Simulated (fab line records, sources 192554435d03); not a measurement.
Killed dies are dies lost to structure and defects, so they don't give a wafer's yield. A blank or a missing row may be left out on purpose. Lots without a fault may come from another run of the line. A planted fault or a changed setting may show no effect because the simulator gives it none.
A struck lot beside a sound one | flow n5_finfet | 40 steps out of a route of 1938
Sound: wafers L438.1, L438.2, L438.6. Struck: wafers L429.2, L429.5, L429.6. The cause comes at the end.
At each step with rows: each side's tool, then ch and its chambers, then its first start. Under that, the readings that differ: sound wafers | struck wafers | difference of the means | sigmas: that difference in standard deviations of wafers without a fault.
alike: readings whose means differ by less than 2 such deviations, and words and numbers that are the same on both sides. not compared: withheld readings, readings that some wafer has no value for, bounds like >300 that may hide the same value, and numbers for which the record gives no deviation and whose values overlap.
The two part at a step that has a row with sigmas, a row that says differs or no value, or rows on one side only. Numbers that don't overlap but have no deviation are shown without sigmas and don't part them. A reading that every wafer of one side lacks parts them only if that side has two wafers or more.

first, 11 steps without rows for these wafers: N5_STI_FIN_REVEAL_ALD_14 (deposits Si3N4, target thk 3 nm); N5_STI_FIN_REVEAL_FCVD_FILL_01 (material SiO2 flowable, target thk 312 nm, time 512.2 s); N5_STI_FIN_REVEAL_DENSIFY_02 (time 1800 s); N5_STI_FIN_REVEAL_CMP_04 (polishes, stops on Si3N4, t overpolish 4 s, target thk 131.83 nm); N5_STI_FIN_REVEAL_DENSIFY_30; N5_STI_FIN_REVEAL_ETCHBACK_08 (etches SiO2 in C4F6/O2, target depth 30.5 nm, time 10.167 s); N5_STI_FIN_REVEAL_STRIP_24 (strips in N2/H2, time 90 s); N5_STI_FIN_REVEAL_PRECLEAN_25 (cleans in SPM, time 90 s); N5_STI_FIN_REVEAL_PRECLEAN_26 (cleans in SC1, time 45 s); N5_STI_FIN_REVEAL_PRECLEAN_29 (cleans in DHF, time 30 s); N5_STI_FIN_REVEAL_SRD_12 (time 30 s).
N5_STI_FIN_REVEAL_RECESS_09: chemistry HF/NH3, target SiO2, afs cycles 11, target depth 42.5 nm, sublimation time 60 s.
  sound on vapor_etch-01 ch 0,1, day 8 03:52; struck on vapor_etch-02 ch 0,1, day 5 22:55
  alike: drypump_motor_current_A, temp_c
then, 10 steps without rows for these wafers: N5_STI_FIN_REVEAL_STRIP_16 (strips SiNx in H3PO4, target depth 23.8 nm); N5_STI_FIN_REVEAL_PRECLEAN_17 (cleans in NF3:NH3, afs cycles 1, time 20 s, sublimation time 60 s); N5_STI_FIN_REVEAL_ETCH_34 (etches Si in H2, material Si, target depth 0.97 nm); N5_STI_FIN_REVEAL_OXIDATION_31 (chemistry O2 PLASMA REMOTE, time 20 s); N5_STI_FIN_REVEAL_PRECLEAN_32 (cleans in NF3:NH3, afs cycles 1, time 20 s, sublimation time 60 s); N5_STI_FIN_REVEAL_STRIP_35 (strips Si3N4 in H3PO4, target depth 4 nm, time 39 s); N5_STI_FIN_REVEAL_SRD_21 (time 30 s); N5_STI_FIN_REVEAL_OXIDATION_33 (chemistry O2 PLASMA REMOTE, time 20 s); N5_STI_FIN_REVEAL_CLEAN_19 (cleans in O3/DIW, time 120 s); N5_STI_FIN_REVEAL_SRD_23 (time 30 s).
N5_STI_FIN_REVEAL_FIN_H_MEAS_10:
  sound on ocd-02, day 8 06:35; struck on ocd-01, day 6 01:39
  reading              | sound          | struck         | difference | sigmas
  trench_depth_nm (nm) | 52.8 51.4 51.5 | 46.2 45.8 45.9 | -5.9       | -9
then, 15 steps without rows for these wafers: N5_STI_FIN_REVEAL_PRECLEAN_18 (cleans in SC2, time 45 s); N5_STI_FIN_REVEAL_SRD_28 (time 30 s); N5_DUMMY_GATE_PRECLEAN_00 (cleans in O3/DIW, time 60 s); N5_DUMMY_GATE_SRD_01 (time 30 s); N5_DUMMY_GATE_ALD_02 (deposits SiO2, target thk 2 nm, pulse time 1 s); N5_DUMMY_GATE_CVD_03 (deposits a-Si from SiH4, target thk 150 nm, time 8042 s); N5_DUMMY_GATE_PRECLEAN_46 (cleans in DIW, time 89.5 s); N5_DUMMY_GATE_SRD_47 (dry time 32 s); N5_DUMMY_GATE_CMP_04 (polishes a-Si); N5_DUMMY_GATE_HM_DEP_06 (deposits SiNx from DCS/NH3, target thk 80 nm, time 5141 s); N5_DUMMY_GATE_PECVD_30 (deposits SiO2 from TEOS/O2, target thk 55 nm, time 10.8 s); N5_DUMMY_GATE_COAT_34 (time 60 s, resist thk 60 nm); N5_DUMMY_GATE_COAT_35 (time 60 s, resist thk 10 nm); N5_DUMMY_GATE_COAT_28 (time 60 s, resist thk 10 nm); N5_DUMMY_GATE_COAT_09 (resist thk 30 nm).
-- the record jumps here: 5 days lie between the struck wafers' starts before and after (it left off in module DUMMY_GATE and takes up again in module BEOL_M4, whose first step shown is number 1111 of the route) --
N5_BEOL_M4_RC_MEAS_101:
  sound on prober-02 ch 0, day 13 20:15; struck on prober-02 ch 0, day 11 04:39
  reading            | sound             | struck            | difference | sigmas
  DIBL_N (mV/V)      | 34.5 36.2 37.7    | 47.8 49.3 45.1    | +11.3      | +8
  IOFF_N (nA/um)     | 0.117 0.140 0.170 | 0.908 1.112 0.705 | +0.766     | +36
  IOFF_N_85C (nA/um) | 2.5 2.8 3.3       | 13.4 15.8 10.9    | +10.5      | +30
  IOFF_P (nA/um)     | 0.138 0.153 0.188 | 0.446 0.380 0.410 | +0.252     | +9
  IOFF_P_85C (nA/um) | 2.6 2.8 3.4       | 6.8 6.0 6.4       | +3.5       | +9
  ION_N (uA/um)      | 674 675 680       | 617 613 605       | -65        | -8
  ION_P (uA/um)      | 460 455 454       | 420 422 416       | -37        | -6
  SS_N (mV/dec)      | 70.9 71.0 70.7    | 87.2 90.0 85.4    | +16.7      | +33
  SS_P (mV/dec)      | 72.5 73.1 74.0    | 77.9 77.6 78.4    | +4.8       | +8
  alike: DIBL_P, VT_N, VT_P
-- the record jumps here: 4 days lie between the struck wafers' starts before and after (it left off in module BEOL_M4 and takes up again in module PASSIVATION, whose first step shown is number 1936 of the route) --
N5_PASSIVATION_PROBE_49:
  sound on prober-01, day 18 05:34; struck on prober-01, day 15 10:43
  reading                | sound          | struck            | difference | sigmas
  killed_at_contacts     | 17 31 23       | 10 12 12          | -12        | -2
  sort_bin_4_leakage (%) | 0 0 0          | 92.29 90.08 90.08 | +90.82     |
  sort_n_pass            | 1092 1078 1075 | 0 0 0             | -1082      | -68
  sort_yield_pct (%)     | 92.5 91.4 91.1 | 0 0 0             | -92        | -65
  alike: defect_limited_yield, killed_at_M0_to_M3, killed_at_M4_up, killed_at_front_end, killed_at_other, killed_dies, killed_open, killed_short, sort_bin_5_function, sort_bin_6_memory
  not compared: sort_bin_8_speed

WHERE THEY PART
First at N5_STI_FIN_REVEAL_FIN_H_MEAS_10; last, within this record, at N5_PASSIVATION_PROBE_49.

WHY: what the simulator had put in
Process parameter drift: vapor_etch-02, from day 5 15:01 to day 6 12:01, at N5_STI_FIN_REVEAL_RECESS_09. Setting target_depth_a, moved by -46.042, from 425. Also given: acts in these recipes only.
